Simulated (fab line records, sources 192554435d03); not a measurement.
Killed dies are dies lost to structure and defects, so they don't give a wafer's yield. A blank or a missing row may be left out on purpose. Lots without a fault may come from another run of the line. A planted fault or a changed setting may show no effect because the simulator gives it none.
fab line records | flow n5_finfet
record lots=7 wafers=39
route steps=1938 shown MOL_CONTACT_COAG@586 BEOL_M0_SAQP@672 BEOL_M6@1233 BEOL_M10@1470 BEOL_M15@1773
start_h: hours from the record's first day to the start of the lot's first wafer shown | wait_h: hours since the lot's step before | " the same as in the row above | L1.1+2: a row that stands for several wafers | - no value, or no start given | * or withheld: withheld | < > ~ a bound
route shown NAME@n: a module of which the file shows steps, and the number in the route of the first | usual: mean/standard deviation of fault-free wafers | same: alike in all rows | chamber/n: place in a boat | sites: the reading at each site | _std_site: their standard deviation | _edge_site: outer sites' mean less inner sites' | radius_mm: how far each site lies from the wafer's centre | mask NAME#n: copy n | behind: the tool/chamber that last shaped the wafer | hold: why the lot was held/for how many hours/how that ended | device: the transistor (n, p or np) that didn't switch | end of line: the same wafers' tests at the end of the route | a step without rows: its recipe alone | killed: dies lost to structure and defects at the first sort, not the wafer's yield | map: a wafer's dies, x killed, . not, _ none there
set.NAME: the setting as run; set.NAME@STEP: as run at that earlier step | model.NAME: the simulator's own value behind a step, which no gauge read
lots whose settings were changed on purpose; a table a step, a row a wafer
## steps
# step N5_MOL_CONTACT_COAG_VIA_ETCH_46
# recipe chemistry=C4F6/O2 target_depth_a=460 overetch_a=92 mask_material=SOC target=SiO2 bias_w=455 pressure_mtorr=10 time_s=40 source_w=325 Ar_flow_sccm=300 C4F6_flow_sccm=10 O2_flow_sccm=10 ion_energy_ev=575.3 ends=end_point
# columns lot.wafer tool chamber start_h wait_h set.target_depth_a model.SOC_of_MOL_CONTACT_COAG_COAT_75.thk_nm
L075.1+2 rie_diel-05 2,3 105.66 0.0 460 50.4
L075.3+6 " 1 " " 460 51.2
L075.4+5 " 0 " " 460 51
L076.1 rie_diel-05 3 113.19 0.0 687.4 47.4
L076.2 " 0 " " 460 50.8
L076.3 " 1 " " 460 51
L076.4 " 2 " " 460 50
L076.5 " 2 " " 687.4 47.2
L076.6 " 1 " " 687.4 48.2
L079.1+5 rie_diel-05 1 129.05 0.0 460 51
L079.2+3+6 " 2,3,3 " " 460 50.4
L079.4 " 2 " " 460 50.2
L080.2 rie_diel-04 0 132.56 0.0 460 51
L080.3 " 1 " " 460 50.8
L080.5 " 1 " " 460 50.6
L083.1 rie_diel-05 1 159.26 0.0 460 51
L083.2+4 " 2,3 " " 249.4 52.8
L083.3 " 0 " " 460 50.6
L083.5 " 2 " " 249.4 52.6
L083.6 " 3 " " 460 50
L087.1 rie_diel-01 3 180.78 0.0 331.8 52.4
L087.2 " 0 " " 460 50.8
L087.3+6 " 1,3 " " 460 51
L087.4 " 2 " " 331.8 52.8
L087.5 " 2 " " 331.8 52.6
L093.1+3 rie_diel-04 1,0 214.79 0.0 460 50.8
L093.2 " 3 " " 460 51.2
L093.4 " 2 " " 366.3 51.8
L093.5 " 3 " " 366.3 52.2
L093.6 " 2 " " 366.3 51.6
# step N5_BEOL_M0_SAQP_ETCH_106
# recipe chemistry=N2/H2 target=SOC target_depth_a=1500 stop_on=SiNx ion_energy_ev=100 bias_w=61 pressure_mtorr=30 source_w=850 n2_flow_sccm=200 h2_flow_sccm=200
# columns lot.wafer tool chamber start_h wait_h set.target_depth_a model.SOC_of_BEOL_M0_SAQP_COAT_105.thk_nm
L075.1 rie_diel-02 3 117.74 - 1215 38.6
L075.2 " 0 " " 1215 39.4
L075.3 " 2 " " 1500 22.4
L075.4 " 1 " " 1215 36.2
L075.5 " 2 " " 1500 22.6
L075.6 " 1 " " 1500 21.4
L076.1 rie_diel-06 0 122.91 - 1500 22.2
L076.2+3+6 " 1,3,2 " " 2347 0
L076.4 " 2 " " 1500 19.6
L076.5 " 1 " " 1500 24
L079.1 rie_diel-06 3 142.09 - 1500 30.6
L079.2 " 1 " " 1500 26.2
L079.3 " 2 " " 1500 21.6
L079.4 " 0 " " 1500 24.6
L079.5 " 2 " " 1500 21.2
L079.6 " 1 " " 1500 26.6
L080.2 rie_diel-02 1 142.71 - 1500 21
L080.3 " 2 " " 1500 21.8
L080.5 " 0 " " 1500 24.2
L083.1+5 rie_diel-02 0 168.98 - 1036 48.4
L083.2 " 3 " " 1500 20.6
L083.3 " 1 " " 1036 46.6
L083.4 " 2 " " 1500 23
L083.6 " 3 " " 1500 21.4
L087.1 rie_diel-06 2 191.23 - 1500 20.4
L087.2 " 3 " " 1500 30.2
L087.3 " 0 " " 1500 24.6
L087.4 " 1 " " 1500 26.4
L087.5 " 3 " " 1500 29.8
L087.6 " 2 " " 1500 19.6
L093.1 rie_diel-03 3 226.02 - 1500 25.4
L093.2 " 0 " " 1500 21.6
L093.3 " 1 " " 1948 3.6
L093.4+6 " 2,0 " " 1948 0
L093.5 " 1 " " 1500 26.8
# step N5_BEOL_M6_ETCH_66
# recipe chemistry=N2/H2 target=SOC target_depth_a=800 overetch_a=160 mask_material=SiARC temp_c=40 time_s=120 ion_energy_ev=200 pressure_mtorr=30 source_w=840 bias_w=150 n2_flow_sccm=200 h2_flow_sccm=200
# columns lot.wafer tool chamber start_h wait_h set.target_depth_a model.SiARC_of_BEOL_M6_COAT_64.thk_nm
L075.1 rie_diel-05 3 182.27 0.0 351.6 9
L075.2 " 2 " " 800 6.2
L075.3 " 1 " " 351.6 9.2
L075.4 " 0 " " 351.6 8.8
L075.5+6 " 2,3 " " 800 6.4
L076.1 rie_diel-01 1 197.32 0.0 800 6.8
L076.2 " 2 " " 1110 5.4
L076.3 " 0 " " 800 6.2
L076.4 " 0 " " 1110 4.4
L076.5 " 1 " " 1110 5
L076.6 " 2 " " 800 7
L080.2 rie_diel-05 0 204.69 0.0 800 6.2
L080.3 " 3 " " 800 6.4
L080.5 " 1 " " 800 6.8
L079.1 rie_diel-04 1 210.94 0.0 800 6.4
L079.2 " 3 " " 1223 4
L079.3 " 0 " " 1223 3.8
L079.4+6 " 2,3 " " 800 6.6
L079.5 " 0 " " 1223 3.6
L083.1 rie_diel-05 0 234.49 0.0 800 6.4
L083.2 " 3 " " 800 6.6
L083.3+5 " 2,0 " " 1069 4.8
L083.4 " 1 " " 800 6.8
L083.6 " 3 " " 1069 5
L087.1+6 rie_diel-01 1 260.23 0.0 800 6.6
L087.2 " 0 " " 800 6
L087.3+5 " 2 " " 800 6.8
L087.4 " 3 " " 800 6.2
L093.1+6 rie_diel-05 2 298.55 0.0 800 6.4
L093.2 " 3 " " 800 6.6
L093.3 " 0 " " 657.6 7.2
L093.4 " 1 " " 657.6 7.6
L093.5 " 3 " " 657.6 7.4
# step N5_BEOL_M10_ILD_DEP_00
# recipe material=SiCOH_lowk target_thk_a=3085.1 temp_c=300 precursor=DEMS/porogen pressure_torr=5 rf_w=500 time_s=58
# columns lot.wafer tool chamber start_h wait_h set.time_s model.SiCOH_lowk_of_BEOL_M10_ILD_DEP_00.thk_nm
L075.1 pecvd-04 2 210.23 0.0 43.5 233.8
L075.2 " 0 " " 58 305.8
L075.3 " 1 " " 58 299.8
L075.4 " 0 " " 43.5 234
L075.5 " 1 " " 43.5 229.2
L075.6 " 2 " " 58 310.2
L076.1 pecvd-01 2 226.27 0.0 58 306.6
L076.2 " 1 " " 58 300.6
L076.3 " 0 " " 58 304.2
L076.4 " 2 " " 58 315.6
L076.5 " 1 " " 58 307.2
L076.6 " 0 " " 58 309.4
L080.2 pecvd-01 0 233.42 0.0 58 295.2
L080.3 " 2 " " 58 304.6
L080.5 " 2 " " 58 308.6
L079.1 pecvd-01 1 240.64 0.0 27.83 145.4
L079.2 " 2 " " 58 307
L079.3 " 0 " " 27.83 145.6
L079.4 " 2 " " 58 309.4
L079.5 " 0 " " 58 301.2
L079.6 " 1 " " 27.83 141
L083.1 pecvd-03 2 263.18 0.0 58 302.2
L083.2 " 1 " " 42.79 231.6
L083.3 " 0 " " 42.79 230
L083.4 " 0 " " 58 314.2
L083.5 " 2 " " 42.79 226.2
L083.6 " 1 " " 58 316.6
L087.1 pecvd-04 1 286.98 0.0 87.17 454.4
L087.2+4 " 2,1 " " 58 309.6
L087.3 " 0 " " 87.17 458
L087.5 " 0 " " 87.17 464.6
L087.6 " 2 " " 58 313.8
L093.1 pecvd-04 1 327.45 0.0 30.45 159.2
L093.2 " 0 " " 30.45 163.2
L093.3 " 2 " " 30.45 169.6
L093.4 " 1 " " 58 313
L093.5 " 0 " " 58 314.4
L093.6 " 2 " " 58 315.8
# step N5_BEOL_M10_CURE_71
# recipe temp_c=385 time_s=240 ambient=He/Ar material=SiCOH_lowk
# columns lot.wafer tool chamber start_h wait_h set.time_s@BEOL_M10_ILD_DEP_00 model.SiCOH_lowk_of_BEOL_M10_ILD_DEP_00.thk_nm
L075.1+4 uv_cure-01 1 210.31 0.0 43.5 202.4
L075.2 " 1 " " 58 265.6
L075.3 " 1 " " 58 260.4
L075.5 " 1 " " 43.5 198.2
L075.6 " 1 " " 58 269.6
L076.1 uv_cure-02 0 226.35 0.0 58 266.2
L076.2 " 0 " " 58 261
L076.3 " 0 " " 58 264.2
L076.4 " 0 " " 58 274.2
L076.5 " 0 " " 58 266.8
L076.6 " 0 " " 58 268.8
L080.2 uv_cure-02 0 233.58 0.1 58 256.4
L080.3 " 0 " " 58 264.4
L080.5 " 0 " " 58 268
L079.1 uv_cure-02 2 241.17 0.5 27.83 125
L079.2 " 2 " " 58 266.6
L079.3 " 2 " " 27.83 125.4
L079.4 " 2 " " 58 268.8
L079.5 " 2 " " 58 261.6
L079.6 " 2 " " 27.83 121.4
L083.1 uv_cure-03 2 263.25 0.0 58 262.4
L083.2 " 2 " " 42.79 200.2
L083.3 " 2 " " 42.79 199
L083.4 " 2 " " 58 273
L083.5 " 2 " " 42.79 195.6
L083.6 " 2 " " 58 275.2
L087.1 uv_cure-03 0 287.06 0.0 87.17 398
L087.2+4 " 0 " " 58 269
L087.3 " 0 " " 87.17 401.2
L087.5 " 0 " " 87.17 407.2
L087.6 " 0 " " 58 272.6
L093.1 uv_cure-02 2 327.53 0.0 30.45 137.2
L093.2 " 2 " " 30.45 140.6
L093.3 " 2 " " 30.45 146.2
L093.4 " 2 " " 58 272
L093.5 " 2 " " 58 273.2
L093.6 " 2 " " 58 274.6
# step N5_BEOL_M10_THK_MEAS_01
# recipe reads=SiCOH_lowk_of_BEOL_M10_ILD_DEP_00
# usual M10_ILD_THK=266/4.7
# columns lot.wafer tool chamber start_h wait_h set.time_s@BEOL_M10_ILD_DEP_00 M10_ILD_THK[nm]
L075.1 film_metro-01 - 210.82 0.4 43.5 202
L075.2 " - " " 58 266
L075.3 " - " " 58 260
L075.4 " - " " 43.5 202
L075.5 " - " " 43.5 198
L075.6 " - " " 58 270
L076.1 film_metro-01 - 226.86 0.4 58 266
L076.2 " - " " 58 261
L076.3 " - " " 58 264
L076.4 " - " " 58 274
L076.5 " - " " 58 267
L076.6 " - " " 58 269
L080.2 film_metro-01 - 234.01 0.4 58 256
L080.3 " - " " 58 264
L080.5 " - " " 58 268
L079.1 film_metro-01 - 241.69 0.4 27.83 125
L079.2 " - " " 58 266
L079.3 " - " " 27.83 125
L079.4 " - " " 58 269
L079.5 " - " " 58 261
L079.6 " - " " 27.83 121
L083.1 film_metro-01 - 264.35 0.9 58 262
L083.2 " - " " 42.79 200
L083.3 " - " " 42.79 199
L083.4 " - " " 58 273
L083.5 " - " " 42.79 196
L083.6 " - " " 58 275
L087.1 film_metro-01 - 287.57 0.4 87.17 398
L087.2 " - " " 58 269
L087.3 " - " " 87.17 401
L087.4 " - " " 58 269
L087.5 " - " " 87.17 407
L087.6 " - " " 58 273
L093.1 film_metro-01 - 328.04 0.4 30.45 137
L093.2 " - " " 30.45 141
L093.3 " - " " 30.45 146
L093.4 " - " " 58 272
L093.5 " - " " 58 273
L093.6 " - " " 58 274
# step N5_BEOL_M15_ILD_DEP_00
# recipe material=SiO2 target_thk_a=16293 temp_c=400 precursor=TEOS/O2 pressure_torr=6.5 rf_w=900 teos_flow_sccm=161.4 gas=O2 flow_sccm=2650 time_s=346.1
# columns lot.wafer tool chamber start_h wait_h set.time_s model.SiO2_of_BEOL_M15_ILD_DEP_00.thk_nm
L075.1 pecvd-04 2 248.71 0.0 346.1 1661
L075.2 " 1 " " 346.1 1623
L075.3 " 0 " " 346.1 1638
L075.4 " 1 " " 346.1 1648
L075.5 " 2 " " 346.1 1656
L075.6 " 0 " " 346.1 1659
L076.1 pecvd-02 2 263.52 0.0 436.4 2040
L076.2 " 1 " " 346.1 1625
L076.3 " 0 " " 346.1 1619
L076.4 " 1 " " 346.1 1669
L076.5 " 0 " " 436.4 2061
L076.6 " 2 " " 436.4 2060
L080.2 pecvd-04 0 268.78 0.0 346.1 1645
L080.3 " 1 " " 346.1 1665
L080.5 " 0 " " 346.1 1687
L079.1 pecvd-02 2 275.55 0.0 346.1 1590
L079.2 " 0 " " 346.1 1613
L079.3 " 1 " " 346.1 1630
L079.4 " 2 " " 346.1 1591
L079.5 " 0 " " 346.1 1643
L079.6 " 1 " " 346.1 1659
L083.1 pecvd-03 1 300.36 0.0 346.1 1598
L083.2 " 2 " " 346.1 1597
L083.3 " 0 " " 346.1 1620
L083.4+5 " 0,1 " " 346.1 1631
L083.6 " 2 " " 346.1 1629
L087.1 pecvd-03 1 323.77 0.0 346.1 1604
L087.2 " 2 " " 346.1 1573
L087.3 " 0 " " 195.6 909.6
L087.4 " 1 " " 346.1 1599
L087.5 " 0 " " 195.6 919.2
L087.6 " 2 " " 195.6 904.4
L093.1 pecvd-03 1 364.56 0.0 346.1 1622
L093.2 " 2 " " 346.1 1626
L093.3 " 1 " " 346.1 1643
L093.4 " 2 " " 346.1 1653
L093.5 " 2 " " 346.1 1633
L093.6 " 1 " " 346.1 1654
# step N5_BEOL_M15_THK_MEAS_01
# recipe reads=SiO2_of_BEOL_M15_ILD_DEP_00
# usual M15_ILD_THK=1632/25
# columns lot.wafer tool chamber start_h wait_h set.time_s@BEOL_M15_ILD_DEP_00 M15_ILD_THK[nm]
L075.1 film_metro-01 - 248.96 0.1 346.1 1660
L075.2 " - " " 346.1 1623
L075.3 " - " " 346.1 1639
L075.4 " - " " 346.1 1647
L075.5 " - " " 346.1 1655
L075.6 " - " " 346.1 1660
L076.1 film_metro-01 - 263.77 0.1 436.4 2042
L076.2 " - " " 346.1 1625
L076.3 " - " " 346.1 1620
L076.4 " - " " 346.1 1670
L076.5 " - " " 436.4 2061
L076.6 " - " " 436.4 2061
L080.2 film_metro-01 - 269.03 0.1 346.1 1646
L080.3 " - " " 346.1 1665
L080.5 " - " " 346.1 1686
L079.1 film_metro-01 - 275.80 0.1 346.1 1589
L079.2 " - " " 346.1 1614
L079.3 " - " " 346.1 1630
L079.4 " - " " 346.1 1591
L079.5 " - " " 346.1 1643
L079.6 " - " " 346.1 1659
L083.1 film_metro-01 - 300.61 0.1 346.1 1599
L083.2 " - " " 346.1 1598
L083.3 " - " " 346.1 1620
L083.4 " - " " 346.1 1630
L083.5 " - " " 346.1 1631
L083.6 " - " " 346.1 1629
L087.1 film_metro-01 - 324.09 0.2 346.1 1604
L087.2 " - " " 346.1 1571
L087.3 " - " " 195.6 910
L087.4 " - " " 346.1 1600
L087.5 " - " " 195.6 920
L087.6 " - " " 195.6 904
L093.1 film_metro-02 - 364.91 0.2 346.1 1620
L093.2 " - " " 346.1 1627
L093.3 " - " " 346.1 1642
L093.4 " - " " 346.1 1652
L093.5 " - " " 346.1 1632
L093.6 " - " " 346.1 1655
# step N5_BEOL_M15_COAT_58
# recipe resist=BARC temp_c=205 time_s=60 spin_rpm=1500 resist_thk_nm=89
# step N5_BEOL_M15_COAT_04
# recipe spin_rpm=1704 resist_thk_nm=800
# step N5_BEOL_M15_DESCUM_15
# recipe chemistry=O2 time_s=7.9 source_power_w=50 bias_power_w=20 pressure_mtorr=20 rf_frequency_hz=2.712e+07 temp_c=40 o2_flow_sccm=225
# step N5_BEOL_M15_ETCH_59
# recipe chemistry=N2/H2 target=BARC target_depth_a=890 overetch_a=267 time_s=67.9 ion_energy_ev=200 pressure_mtorr=30 source_w=840 bias_w=150 n2_flow_sccm=200 h2_flow_sccm=200
# step N5_BEOL_M15_VIA_ETCH_16
# recipe chemistry=C4F8/O2/Ar target=SiO2 he_inner_torr=15 he_outer_torr=30 target_depth_a=17922 time_s=withheld ion_energy_ev=800 pressure_mtorr=20 source_w=1905 bias_w=2040 Ar_flow_sccm=400 C4F8_flow_sccm=16 O2_flow_sccm=12 ends=cleared
# columns lot.wafer tool chamber start_h wait_h set.time_s@BEOL_M15_ILD_DEP_00 model.etch.depth_nm model.coat_of_BEOL_M15_COAT_04.thk_nm
L075.1 rie_diel-02 1 249.49 0.0 * 1661 328.4
L075.2 " 0 " " * 1623 348.8
L075.3 " 2 " " * 1638 331.8
L075.4 " 3 " " * 1648 334.6
L075.5 " 0 " " * 1656 342.4
L075.6 " 3 " " * 1659 332
L076.1 rie_diel-06 3 264.25 0.0 * 2040 236.4
L076.2 " 2 " " * 1625 325.4
L076.3 " 0 " " * 1619 329.4
L076.4 " 1 " " * 1669 334.8
L076.5 " 0 " " * 2061 221.6
L076.6 " 1 " " * 2060 247.8
L080.2 rie_diel-02 0 269.50 0.0 * 1645 335.8
L080.3 " 3 " " * 1665 324
L080.5 " 3 " " * 1687 319.2
L079.1 rie_diel-03 0 276.58 0.0 * 1590 345
L079.2 " 2 " " * 1613 334.8
L079.3 " 1 " " * 1630 336.4
L079.4 " 0 " " * 1591 345.2
L079.5 " 2 " " * 1643 330
L079.6 " 1 " " * 1659 334
L083.1 rie_diel-02 1 301.21 0.0 * 1598 346.2
L083.2 " 3 " " * 1597 347.4
L083.3 " 2 " " * 1620 339.2
L083.4 " 0 " " * 1631 348.4
L083.5 " 3 " " * 1631 338.4
L083.6 " 2 " " * 1629 336.4
L087.1 rie_diel-03 2 324.70 0.0 * 1604 343.2
L087.2 " 0 " " * 1573 351.2
L087.3 " 3 " " * 909.7 503.2
L087.4 " 3 " " * 1599 338.2
L087.5 " 2 " " * 919.1 502.6
L087.6 " 0 " " * 904.4 509.8
L093.1 rie_diel-02 1 365.81 0.0 * 1622 335.6
L093.2 " 0 " " * 1626 343.4
L093.3 " 3 " " * 1643 332.2
L093.4 " 2 " " * 1653 323.2
L093.5 " 0 " " * 1633 340.2
L093.6 " 3 " " * 1654 327.8
# step N5_BEOL_M15_SPUTTER_44
# recipe material=Ta target_thk_a=150 temp_c=50 bias_v=80 power_w=15000 chamber_pressure_pa=0.07 time_s=24.19
# columns lot.wafer tool chamber start_h wait_h set.target_thk_a model.Ta_of_BEOL_M15_SPUTTER_44.thk_nm
L075.1 pvd_sputter-02 - 254.92 0.0 127.3 12.8
L075.2 " - " " 150 15.2
L075.3+6 " - " " 127.3 12.6
L075.4+5 " - " " 150 15
L076.1+2+3+5+6 pvd_sputter-03 - 269.12 0.0 150 15.2
L076.4 " - " " 150 15
L080.2+3 pvd_sputter-02 - 276.53 0.0 150 14.8
L080.5 " - " " 150 15
L079.1 pvd_sputter-01 - 279.55 0.0 221.1 22
L079.2+3 " - " " 221.1 21.6
L079.4 " - " " 150 14.8
L079.5+6 " - " " 150 14.6
L083.1 pvd_sputter-03 - 304.39 0.0 150 15
L083.2 " - " " 150 15.2
L083.3+4+6 " - " " 66.65 6.8
L083.5 " - " " 150 14.8
L087.1 pvd_sputter-02 - 327.36 0.0 212.3 21.2
L087.2+4 " - " " 150 14.8
L087.3+6 " - " " 212.3 21
L087.5 " - " " 150 15
L093.1 pvd_sputter-01 - 376.62 0.0 150 14.8
L093.2 " - " " 150 15
L093.3 " - " " 214.8 21.6
L093.4 " - " " 214.8 21.2
L093.5 " - " " 150 15.2
L093.6 " - " " 214.8 21
## key
split step=N5_MOL_CONTACT_COAG_VIA_ETCH_46 setting=target_depth_a stated=460 by=wafer
response step=N5_MOL_CONTACT_COAG_VIA_ETCH_46 reading=model.SOC_of_MOL_CONTACT_COAG_COAT_75.thk_nm change=-0.0549 per=1% r=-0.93
split step=N5_BEOL_M0_SAQP_ETCH_106 setting=target_depth_a stated=1500 by=wafer
response step=N5_BEOL_M0_SAQP_ETCH_106 reading=model.SOC_of_BEOL_M0_SAQP_COAT_105.thk_nm change=-0.565 per=1% r=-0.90
split step=N5_BEOL_M6_ETCH_66 setting=target_depth_a stated=800 by=wafer
response step=N5_BEOL_M6_ETCH_66 reading=model.SiARC_of_BEOL_M6_COAT_64.thk_nm change=-0.0491 per=1% r=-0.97
split step=N5_BEOL_M10_ILD_DEP_00 setting=time_s stated=58 by=wafer
response step=N5_BEOL_M10_ILD_DEP_00 reading=model.SiCOH_lowk_of_BEOL_M10_ILD_DEP_00.thk_nm change=+3.06 per=1% r=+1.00
response step=N5_BEOL_M10_CURE_71 reading=model.SiCOH_lowk_of_BEOL_M10_ILD_DEP_00.thk_nm change=+2.7 per=1% r=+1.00
response step=N5_BEOL_M10_THK_MEAS_01 reading=M10_ILD_THK change=+2.7 per=1% r=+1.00
split step=N5_BEOL_M15_ILD_DEP_00 setting=time_s stated=346.1 by=wafer
response step=N5_BEOL_M15_ILD_DEP_00 reading=model.SiO2_of_BEOL_M15_ILD_DEP_00.thk_nm change=+15.7 per=1% r=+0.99
response step=N5_BEOL_M15_THK_MEAS_01 reading=M15_ILD_THK change=+15.7 per=1% r=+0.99
response step=N5_BEOL_M15_VIA_ETCH_16 reading=model.etch.depth_nm change=+15.7 per=1% r=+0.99
response step=N5_BEOL_M15_VIA_ETCH_16 reading=model.coat_of_BEOL_M15_COAT_04.thk_nm change=-3.68 per=1% r=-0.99
split step=N5_BEOL_M15_SPUTTER_44 setting=target_thk_a stated=150 by=wafer
response step=N5_BEOL_M15_SPUTTER_44 reading=model.Ta_of_BEOL_M15_SPUTTER_44.thk_nm change=+0.148 per=1% r=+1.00
